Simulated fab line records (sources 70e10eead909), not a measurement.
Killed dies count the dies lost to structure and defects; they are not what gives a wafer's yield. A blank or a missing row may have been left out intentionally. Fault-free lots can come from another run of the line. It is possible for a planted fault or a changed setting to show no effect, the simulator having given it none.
Chamber matching | flow nand harc | NHARC_A_STAIRCASE_TRIM_187 on rie diel-01 has 4 sister chambers
The step chemistry O2, time 211.2 s. 8 wafers are shown with their chamber, then 9 later ones without.

WAFERS PAIRED WITH THEIR CHAMBERS
wafer  | chamber | showerhead plenum p Torr (Torr) | rf vpp V (V)
L074.1 | 1       | 3.71                            | 56.9
L081.3 | 2       | 3.47                            | 58.3
L083.3 | 1       | 3.70                            | 57.6
L088.4 | 3       | 3.54                            | 57.0
L088.6 | 0       | 3.62                            | 58.1
L089.1 | 3       | 3.54                            | 57.9
L089.2 | 2       | 3.46                            | 58.0
L089.4 | 0       | 3.62                            | 56.7

WAFERS MISSING THEIR CHAMBER
wafer  | showerhead plenum p Torr (Torr) | rf vpp V (V)
L090.1 | 3.46                            | 56.9
L090.2 | 3.62                            | 57.6
L090.6 | 3.69                            | 58.7
L091.1 | 3.54                            | 58.0
L091.5 | 3.62                            | 57.7
L091.6 | 3.54                            | 57.4
L095.1 | 3.61                            | 58.2
L095.2 | 3.53                            | 59.0
L095.3 | 3.45                            | 56.7

CHAMBER TAKEN BY EACH
wafer  | from the rows above | in truth
L090.1 | 2                   | 2
L090.2 | 0                   | 0
L090.6 | 1                   | 1
L091.1 | 3                   | 3
L091.5 | 0                   | 0
L091.6 | 3                   | 3
L095.1 | 0                   | 0
L095.2 | 3                   | 3
L095.3 | 2                   | 2
Correctly placed: 9 of 9. Left unplaced by these rows: 0. Placed wrongly: 0.
How it was worked out, from the rows above alone: a wafer's distance from a chamber is the root of the sum, over the readings, of the square of ((its reading less the chamber's mean) divided by the reading's scatter). The wafer belongs to the nearest chamber; if the next one is less than 2 further off, it can't be placed. The mean given for a chamber averages the wafers shown for that chamber. How the scatter is found: for the shown wafers, subtract from each reading the mean of its chamber, square and add these, divide the total by (wafers less chambers), then take the root.
